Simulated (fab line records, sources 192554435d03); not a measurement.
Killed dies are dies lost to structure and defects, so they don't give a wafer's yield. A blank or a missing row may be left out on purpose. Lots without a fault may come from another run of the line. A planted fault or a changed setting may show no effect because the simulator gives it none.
Which tool did it? | flow n5_finfet | 14 lots, 42 wafers sampled, at 3 steps of a route of 1938

WHAT THE GAUGES READ, wafer by wafer
N5_BEOL_M12_THK_MEAS_50: measures by xrf. Usual: M12_THK 323 nm, standard deviation 4.5.
lot  | measured     | on            | M12_THK (nm) | flag
L491 | day 11 07:14 | film_metro-01 | 321 322 326  |
L490 | day 11 10:03 | film_metro-02 | 328 319 318  |
L492 | day 12 00:12 | film_metro-02 | 327 326 319  |
L493 | day 12 06:31 | film_metro-01 | 320 325 329  |
L495 | day 12 06:47 | film_metro-02 | 327 326 318  |
L496 | day 12 23:54 | film_metro-02 | 318 323 327  |
L497 | day 13 06:20 | film_metro-01 | 327 328 320  |
L498 | day 13 07:40 | film_metro-01 | 319 319 324  |
L504 | day 14 17:43 | film_metro-02 | 324 327 330  |
L505 | day 15 11:54 | film_metro-02 | 316 323 327  |
L506 | day 15 18:30 | film_metro-01 | 319 324 326  |
L509 | day 16 02:19 | film_metro-01 | 316 317 319  |
L508 | day 16 07:52 | film_metro-02 | 317 320 329  |
L510 | day 16 22:30 | film_metro-01 | 317 326 318  |

N5_BEOL_M12_RS_MEAS_54: measures by four-point-probe. Usual: M12_RS 0.0598 ohm/sq, standard deviation 0.00079.
lot  | measured     | on            | M12_RS (ohm/sq)      | flag
L491 | day 11 07:22 | film_metro-02 | 0.0605 0.0603 0.0592 |
L490 | day 11 10:11 | film_metro-01 | 0.0589 0.0607 0.0603 |
L492 | day 12 00:19 | film_metro-02 | 0.0588 0.0595 0.0605 |
L493 | day 12 06:38 | film_metro-02 | 0.0601 0.0594 0.0590 |
L495 | day 12 06:56 | film_metro-02 | 0.0596 0.0594 0.0610 |
L496 | day 13 00:02 | film_metro-01 | 0.0605 0.0594 0.0591 |
L497 | day 13 06:28 | film_metro-02 | 0.0590 0.0590 0.0603 |
L498 | day 13 07:47 | film_metro-01 | 0.0604 0.0605 0.0594 |
L504 | day 14 17:50 | film_metro-01 | 0.0601 0.0597 0.0591 |
L505 | day 15 12:02 | film_metro-02 | 0.0612 0.0598 0.0595 |
L506 | day 15 18:38 | film_metro-01 | 0.0605 0.0592 0.0586 |
L509 | day 16 02:27 | film_metro-01 | 0.0601 0.0598 0.0596 |
L508 | day 16 07:59 | film_metro-01 | 0.0607 0.0606 0.0590 |
L510 | day 16 22:38 | film_metro-01 | 0.0612 0.0593 0.0606 |

N5_BEOL_M13_CD_MEAS_17: target cd 190 nm. Usual: cd_nm 190.0 nm, standard deviation 1.2.
lot  | measured     | on        | cd_nm (nm)        | flag
L491 | day 11 08:30 | cd_sem-02 | 189.5 189.1 190.4 |
L490 | day 11 11:26 | cd_sem-02 | 189.5 189.0 189.0 |
L492 | day 12 01:35 | cd_sem-02 | 187.8 188.5 188.0 |
L493 | day 12 07:58 | cd_sem-03 | 187.6 187.8 190.1 |
L495 | day 12 08:15 | cd_sem-01 | 191.2 189.6 189.3 |
L496 | day 13 01:18 | cd_sem-01 | 191.3 192.5 190.1 |
L497 | day 13 07:44 | cd_sem-01 | 190.5 190.3 190.5 |
L498 | day 13 08:56 | cd_sem-01 | 190.2 191.0 191.6 |
L504 | day 14 19:13 | cd_sem-02 | 191.2 190.7 192.2 |
L505 | day 15 13:10 | cd_sem-02 | 192.0 192.0 191.7 |
L506 | day 15 19:55 | cd_sem-02 | 190.0 190.8 191.0 |
L509 | day 16 03:43 | cd_sem-03 | 190.2 190.9 190.9 |
L508 | day 16 09:07 | cd_sem-03 | 191.0 190.3 189.0 |
L510 | day 16 23:46 | cd_sem-02 | 190.8 190.1 190.1 |

WHICH TOOL RAN EACH LOT (tool, then ch and the chambers of the sampled wafers, then the start)
The record holds no process step before these readings.

WHAT THE TOOLS THEMSELVES READ (means of the sampled wafers that have a number; where no wafer has one, the mark that the record gives instead)
The record holds no such reading with a usual standard deviation.

THE ANSWER, worked out from the rows above alone
Rule: a lot is off if the mean of its wafers that have a number lies more than 3 standard deviations from the usual mean. A lot without any number at a reading at which 4 lots or more have one is off too. The other lots that the step has rows for count as sound. The gauges are gone through in route order, then the tools' own readings, and for those a lot's mean is taken as printed above. The first step at which some lot is off is used, and at that step the reading that is off furthest; a lot without a number counts as furthest.
No lot is off at any reading shown: from this, nothing can be told.

WHAT THE SIMULATOR HAD PUT IN
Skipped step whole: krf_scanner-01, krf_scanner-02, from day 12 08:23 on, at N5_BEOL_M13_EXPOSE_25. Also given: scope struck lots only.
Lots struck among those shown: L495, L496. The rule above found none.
